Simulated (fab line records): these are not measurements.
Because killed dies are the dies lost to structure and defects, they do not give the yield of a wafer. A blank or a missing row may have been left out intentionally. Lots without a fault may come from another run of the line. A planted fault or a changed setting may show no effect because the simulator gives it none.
Which tool did it?	flow nand harc	24 lots, 72 wafers sampled, at 6 steps of a route of 1159

## WHAT EACH GAUGE READ, for each wafer
NHARC_P_M0_OVL_MEAS_10: pitch 180 nm. Usual: overlay x nm -0.1 nm, standard deviation 0.79; overlay y nm -0.2 nm, standard deviation 0.85.
lot	measured	on	overlay x nm (nm)	overlay y nm (nm)	flag
L074	day 6 09:59	overlay-02	-0.1 0.8 0.9	-0.3 -0.1 -0.9	
L075	day 6 07:58	overlay-02	-0.7 -0.4 -1.1	0.8 -0.4 -0.1	
L076	day 6 17:13	overlay-02	-0.5 -1.3 -1.3	0.4 -0.8 0.2	
L078	day 6 20:46	overlay-01	0.6 1.2 1.0	1.8 1.7 1.3	
L077	day 6 21:19	overlay-01	-0.7 -0.8 -0.5	1.1 1.5 1.1	
L079	day 7 00:41	overlay-01	1.3 0.8 1.2	-0.8 -1.0 -0.9	
L080	day 7 06:09	overlay-01	-1.2 -1.4 -1.7	-0.9 -0.2 -1.0	
L081	day 7 15:00	overlay-01	-1.2 -1.0 -1.0	0.9 0.6 0.2	
L082	day 8 01:58	overlay-02	-0.3 0.0 -0.3	-0.2 -0.1 0.0	
L083	day 8 05:06	overlay-02	0.5 -0.2 0.4	-0.1 -0.4 -0.5	
L084	day 8 08:23	overlay-01	1.3 0.9 1.0	-0.9 -0.9 -1.7	
L088	day 8 21:13	overlay-02	0.0 0.1 0.5	-0.8 -0.8 -0.4	
L087	day 9 02:32	overlay-01	-0.4 -0.8 -1.0	-1.0 -1.0 -1.2	
L086	day 9 03:13	overlay-01	-0.1 0.7 0.0	0.7 0.4 -0.1	
L085	day 9 04:37	overlay-01	-0.4 -0.8 -0.7	-0.6 -0.8 -0.7	
L089	day 9 13:58	overlay-01	0.9 0.8 0.8	1.4 1.0 1.3	
L090	day 9 22:13	overlay-02	-0.7 -0.3 -0.1	-1.5 -1.6 -1.1	
L091	day 9 22:29	overlay-01	-0.5 -0.3 -0.6	-0.5 -1.0 -0.5	
L093	day 10 13:12	overlay-02	0.0 0.0 0.4	0.2 0.1 0.2	
L092	day 10 18:25	overlay-02	0.7 0.3 1.6	-0.3 0.4 -0.2	
L094	day 10 18:53	overlay-02	0.4 1.1 0.4	-1.4 -1.1 -1.0	
L095	day 11 02:56	overlay-01	-0.3 -0.8 -0.6	0.6 0.1 0.2	
L096	day 11 02:40	overlay-02	-0.1 0.2 0.0	0.2 0.3 0.8	
L097	day 11 10:54	overlay-01	-0.2 -0.2 0.0	-1.6 -0.8 -0.9	

NHARC_P_M2_INSPECT_27. Usual: 363 for raw defect count, sd 130.
lot	measured	on	raw defect count	flag
L074	day 6 21:05	defect inspect-02	385 370 295	
L075	day 6 18:47	defect inspect-01	270 341 477	
L076	day 7 04:19	defect inspect-02	279 254 372	
L078	day 7 08:10	defect inspect-01	342 366 463	
L077	day 7 08:40	defect inspect-01	235 316 393	
L079	day 7 12:56	defect inspect-01	307 339 147	
L080	day 7 17:26	defect inspect-01	326 279 362	
L081	day 8 03:02	defect inspect-02	307 350 280	
L082	day 8 13:07	defect inspect-02	522 547 524	
L083	day 8 16:31	defect inspect-01	869 534 206	
L084	day 8 19:32	defect inspect-01	370 363 355	
L088	day 9 08:44	defect inspect-01	306 180 306	
L087	day 9 13:59	defect inspect-02	143 239 170	
L086	day 9 14:19	defect inspect-02	400 411 583	
L085	day 9 15:32	defect inspect-02	459 473 206	
L089	day 10 01:37	defect inspect-01	479 408 321	
L090	day 10 09:19	defect inspect-02	205 205 335	
L091	day 10 10:34	defect inspect-01	274 632 525	
L093	day 11 00:44	defect inspect-02	351 385 165	
L092	day 11 05:31	defect inspect-02	468 291 258	
L094	day 11 06:04	defect inspect-01	560 651 594	
L095	day 11 14:48	defect inspect-02	471 299 635	
L096	day 11 14:46	defect inspect-02	224 277 295	
L097	day 11 21:35	defect inspect-02	583 326 443	

## TOOL THAT RAN EACH LOT (tool first, then ch and the chambers of the sampled wafers, then the start)
lot	NHARC_P_GATE_RTA_82	NHARC_P_M0_ETCH_34	NHARC_P_M1_ETCH_28	NHARC_P_M1_DEGAS_29
L074	rtp anneal-01 ch 0, day 5 20:45	rie diel-04 ch 2,3, day 6 10:11	rie diel-10 ch 2,3, day 6 15:22 or earlier	pvd sputter-01, day 6 15:22
L075	rtp anneal-02 ch 0, day 5 20:52	rie diel-06 ch 0,1,2, day 6 08:10	rie diel-09 ch 0,1,3, day 6 13:10 or earlier	pvd sputter-02, day 6 13:10
L076	rtp anneal-02 ch 0, day 6 01:01	rie diel-06 ch 1,2,3, day 6 17:24	rie diel-09 ch 0,1,3, day 6 22:25 or earlier	pvd sputter-03, day 6 22:25
L078	rtp anneal-01 ch 0, day 6 08:52	rie diel-06 ch 1,3, day 6 20:58	rie diel-10 ch 1,2, day 7 01:50 or earlier	pvd sputter-02, day 7 01:50
L077	rtp anneal-01 ch 0, day 6 09:20	rie diel-07 ch 0,1,2, day 6 21:31	rie diel-10 ch 1,2,3, day 7 02:33 or earlier	pvd sputter-02, day 7 02:33
L079	rtp anneal-01 ch 0, day 6 16:52	rie diel-04 ch 0,1,2, day 7 00:53	rie diel-10 ch 0,1,2, day 7 06:11 or earlier	pvd sputter-01, day 7 06:11
L080	rtp anneal-01 ch 0, day 6 23:32	rie diel-06 ch 0,2, day 7 06:22	rie diel-10 ch 1,2,3, day 7 11:17 or earlier	pvd sputter-03, day 7 11:17
L081	rtp anneal-02 ch 0, day 7 08:10	rie diel-07 ch 1,2, day 7 15:11	rie diel-10 ch 1,2,3, day 7 20:04	pvd sputter-02, day 7 20:30
L082	rtp anneal-01 ch 0, day 7 13:57	rie diel-04 ch 0,1,3, day 8 02:09	rie diel-10 ch 0,2,3, day 8 07:13 or earlier	pvd sputter-02, day 8 07:13
L083	rtp anneal-01 ch 0, day 7 16:55	rie diel-06 ch 0,1, day 8 05:17	rie diel-01 ch 0,1,3, day 8 10:17 or earlier	pvd sputter-02, day 8 10:17
L084	rtp anneal-02 ch 0, day 7 20:41	rie diel-07 ch 0,2,3, day 8 08:35	rie diel-09 ch 1,2, day 8 13:41 or earlier	pvd sputter-01, day 8 13:41
L088	rtp anneal-01 ch 0, day 8 15:08	rie diel-06 ch 0,2, day 8 21:23	rie diel-09 ch 0,1, day 9 02:15 or earlier	pvd sputter-02, day 9 02:15
L087	rtp anneal-02 ch 0, day 8 16:34	rie diel-07 ch 0,3, day 9 02:44	rie diel-01 ch 2,3, day 9 07:52 or earlier	pvd sputter-03, day 9 07:52
L086	rtp anneal-02 ch 0, day 8 18:20	rie diel-07 ch 0,2,3, day 9 03:25	rie diel-01 ch 0,1,3, day 9 08:26 or earlier	pvd sputter-02, day 9 08:26
L085	rtp anneal-01 ch 0, day 8 21:18	rie diel-06 ch 0,1,3, day 9 04:48	rie diel-09 ch 1,2,3, day 9 09:46 or earlier	pvd sputter-03, day 9 09:46
L089	rtp anneal-01 ch 0, day 9 03:29	rie diel-04 ch 1,3, day 9 14:10	rie diel-01 ch 0,2,3, day 9 19:52 or earlier	pvd sputter-03, day 9 19:52
L090	rtp anneal-02 ch 0, day 9 12:50	rie diel-07 ch 0,3, day 9 22:25	rie diel-09 ch 2,3, day 10 03:35 or earlier	pvd sputter-03, day 10 03:35
L091	rtp anneal-02 ch 0, day 9 13:00	rie diel-04 ch 0,1,3, day 9 22:41	rie diel-01 ch 0,1, day 10 04:46 or earlier	pvd sputter-03, day 10 04:46
L093	rtp anneal-02 ch 0, day 10 06:04	rie diel-04 ch 0,3, day 10 13:28	rie diel-01 ch 0,2,3, day 10 18:49 or earlier	pvd sputter-01, day 10 18:49
L092	rtp anneal-02 ch 0, day 10 07:35	rie diel-04 ch 1,2,3, day 10 18:35	rie diel-10 ch 0,1,3, day 10 23:33 or earlier	pvd sputter-03, day 10 23:33
L094	rtp anneal-01 ch 0, day 10 07:36	rie diel-04 ch 1,2, day 10 19:04	rie diel-10 ch 0,1,2, day 11 00:02 or earlier	pvd sputter-03, day 11 00:02
L095	rtp anneal-01 ch 0, day 10 20:24	rie diel-07 ch 2,3, day 11 03:17	rie diel-01 ch 1,2,3, day 11 08:43 or earlier	pvd sputter-03, day 11 08:43
L096	rtp anneal-01 ch 0, day 10 20:29	rie diel-07 ch 0,1,2, day 11 02:51	rie diel-09 ch 1,2, day 11 08:40 or earlier	pvd sputter-02, day 11 08:40
L097	rtp anneal-01 ch 0, day 11 03:05	rie diel-07 ch 0,2,3, day 11 11:05	rie diel-10 ch 0,3, day 11 15:58 or earlier	pvd sputter-03, day 11 15:58
- NHARC_P_GATE_RTA_82: time 30 s.
- NHARC_P_M0_ETCH_34: etches the open film in N2/H2, target depth 40 nm, overetch 12 nm, time 43.94 s.
- NHARC_P_M1_ETCH_28: etches the open film in CF4/N2, target depth 30 nm, time 72.99 s.
- NHARC_P_M1_DEGAS_29: time 60 s.

## WHAT THE TOOLS THEMSELVES READ (means of the sampled wafers that have a number; where no wafer has one, the mark that the record gives instead)
NHARC_P_GATE_RTA_82. Usual: anneal temp c max 451.7, standard deviation 0.5; lamp power pct 3.9 %, standard deviation 0.33; wafer_temp_C_max 452.1, standard deviation 0.43.
lot	tool	anneal temp c max	lamp power pct (%)	wafer_temp_C_max	flag
L074	rtp anneal-01	451.8	4.2	452.3	
L075	rtp anneal-02	451.0	3.5	452.4	
L076	rtp anneal-02	451.3	3.5	452.1	
L078	rtp anneal-01	451.9	4.2	452.0	
L077	rtp anneal-01	452.1	4.2	452.1	
L079	rtp anneal-01	451.8	4.2	451.8	
L080	rtp anneal-01	451.9	4.2	451.6	
L081	rtp anneal-02	451.5	3.5	452.5	
L082	rtp anneal-01	451.9	4.2	451.3	
L083	rtp anneal-01	451.8	4.2	451.7	
L084	rtp anneal-02	451.2	3.5	452.3	
L088	rtp anneal-01	451.8	4.2	451.8	
L087	rtp anneal-02	451.3	3.5	452.4	
L086	rtp anneal-02	451.4	3.5	452.2	
L085	rtp anneal-01	452.2	4.2	452.4	
L089	rtp anneal-01	452.0	4.2	451.7	
L090	rtp anneal-02	451.4	3.5	451.9	
L091	rtp anneal-02	451.3	3.5	452.2	
L093	rtp anneal-02	451.6	3.5	452.5	
L092	rtp anneal-02	451.4	3.5	452.3	
L094	rtp anneal-01	452.0	4.2	452.2	
L095	rtp anneal-01	451.9	4.2	452.0	
L096	rtp anneal-01	451.6	4.2	451.6	
L097	rtp anneal-01	451.8	4.2	452.0	

NHARC_P_M0_ETCH_34. Usual: drypump motor current A 5.7 A, standard deviation 0.3; oes product au 0.996 a.u., standard deviation 0.012; rf vpp V 430.3 V, standard deviation 3; showerhead plenum p Torr 2.03 Torr, standard deviation 0.11; throttle valve pct 14.171 %, standard deviation 0.0088.
lot	tool	drypump motor current A (A)	oes product au (a.u.)	rf vpp V (V)	showerhead plenum p Torr (Torr)	throttle valve pct (%)	flag
L074	rie diel-04	6.0	1.000	430.1	2.03	14.166	
L075	rie diel-06	5.9	0.992	431.2	2.11	14.169	
L076	rie diel-06	5.8	0.994	432.5	2.05	14.166	
L078	rie diel-06	6.0	0.995	429.1	1.97	14.172	
L077	rie diel-07	5.4	0.989	429.5	2.01	14.172	
L079	rie diel-04	5.8	0.997	429.8	2.02	14.172	
L080	rie diel-06	5.9	1.000	433.6	2.18	14.178	
L081	rie diel-07	5.4	0.995	429.4	2.01	14.169	
L082	rie diel-04	5.8	0.994	431.5	2.07	14.171	
L083	rie diel-06	6.2	0.995	431.7	2.09	14.171	
L084	rie diel-07	5.6	1.001	427.5	1.92	14.175	
L088	rie diel-06	5.9	0.994	433.9	2.18	14.167	
L087	rie diel-07	5.6	0.994	427.4	1.93	14.168	
L086	rie diel-07	5.6	0.987	426.6	1.92	14.165	
L085	rie diel-06	6.0	0.987	430.4	2.04	14.172	
L089	rie diel-04	5.9	0.990	430.6	2.06	14.169	
L090	rie diel-07	5.6	0.999	427.8	1.93	14.169	
L091	rie diel-04	5.8	1.003	431.8	2.07	14.174	
L093	rie diel-04	5.9	0.992	432.6	2.11	14.183	
L092	rie diel-04	5.9	0.987	429.1	2.02	14.172	
L094	rie diel-04	5.8	0.985	428.9	1.97	14.174	
L095	rie diel-07	5.6	1.004	427.0	1.92	14.168	
L096	rie diel-07	5.5	1.000	429.3	2.01	14.167	
L097	rie diel-07	5.6	0.999	427.5	1.92	14.173	

NHARC_P_M1_ETCH_28. Usual: drypump motor current A 5.9 A, standard deviation 0.31; oes product au 0.996 a.u., standard deviation 0.014; rf vpp V 314.1 V, standard deviation 1.7; showerhead plenum p Torr 2.62 Torr, standard deviation 0.09; throttle valve pct 19.794 %, standard deviation 0.0095.
lot	tool	drypump motor current A (A)	oes product au (a.u.)	rf vpp V (V)	showerhead plenum p Torr (Torr)	throttle valve pct (%)	flag
L074	rie diel-10	6.0	0.994	313.5	2.60	19.797	
L075	rie diel-09	6.1	0.996	314.1	2.65	19.793	
L076	rie diel-09	6.1	1.001	313.9	2.65	19.798	
L078	rie diel-10	6.0	0.989	312.5	2.57	19.804	
L077	rie diel-10	5.9	0.984	313.9	2.60	19.788	
L079	rie diel-10	5.7	0.989	314.6	2.63	19.784	
L080	rie diel-10	6.0	0.989	313.3	2.60	19.794	
L081	rie diel-10	6.0	0.987	313.3	2.60	19.797	
L082	rie diel-10	5.8	0.987	314.9	2.64	19.800	
L083	rie diel-01	5.8	1.001	313.6	2.64	19.787	
L084	rie diel-09	6.2	0.982	314.8	2.65	19.790	
L088	rie diel-09	6.3	0.992	314.4	2.67	19.801	
L087	rie diel-01	5.8	1.001	314.1	2.61	19.798	
L086	rie diel-01	5.8	1.009	314.0	2.64	19.798	
L085	rie diel-09	6.0	0.988	314.9	2.63	19.786	
L089	rie diel-01	5.8	1.005	314.2	2.65	19.791	
L090	rie diel-09	6.0	0.990	312.5	2.54	19.793	
L091	rie diel-01	5.7	1.011	315.3	2.69	19.791	
L093	rie diel-01	5.8	1.011	314.7	2.65	19.793	
L092	rie diel-10	5.7	1.001	314.7	2.66	19.795	
L094	rie diel-10	5.7	0.997	315.1	2.63	19.801	
L095	rie diel-01	5.8	0.989	313.6	2.59	19.793	
L096	rie diel-09	6.2	0.992	314.1	2.65	19.791	
L097	rie diel-10	5.8	1.006	314.9	2.67	19.793	

NHARC_P_M1_DEGAS_29. Usual: 310 W for heater power w, sd 30.
lot	tool	heater power w (W)	flag
L074	pvd sputter-01	310	
L075	pvd sputter-02	285	
L076	pvd sputter-03	307	
L078	pvd sputter-02	291	
L077	pvd sputter-02	294	
L079	pvd sputter-01	281	
L080	pvd sputter-03	310	
L081	pvd sputter-02	301	
L082	pvd sputter-02	293	
L083	pvd sputter-02	308	
L084	pvd sputter-01	329	
L088	pvd sputter-02	297	
L087	pvd sputter-03	312	
L086	pvd sputter-02	309	
L085	pvd sputter-03	300	
L089	pvd sputter-03	308	
L090	pvd sputter-03	326	
L091	pvd sputter-03	318	
L093	pvd sputter-01	322	
L092	pvd sputter-03	308	
L094	pvd sputter-03	319	
L095	pvd sputter-03	326	
L096	pvd sputter-02	287	
L097	pvd sputter-03	317	

## THE ANSWER, worked out from the rows above alone
Rule: a lot is off if the mean of its wafers that have a number lies more than 3 standard deviations from the usual mean. A lot without any number at a reading at which 4 lots or more have one is off too. Any other lot the step has rows for is counted as sound. First the gauges in route order, then the tools' own readings, where a lot's mean is used as printed above. The first step at which some lot is off is used, and at that step the reading that is off furthest; a lot without a number counts as furthest.
Across all readings shown, no lot is off: no conclusion can be drawn from this.

## WHAT THE SIMULATOR PUT IN
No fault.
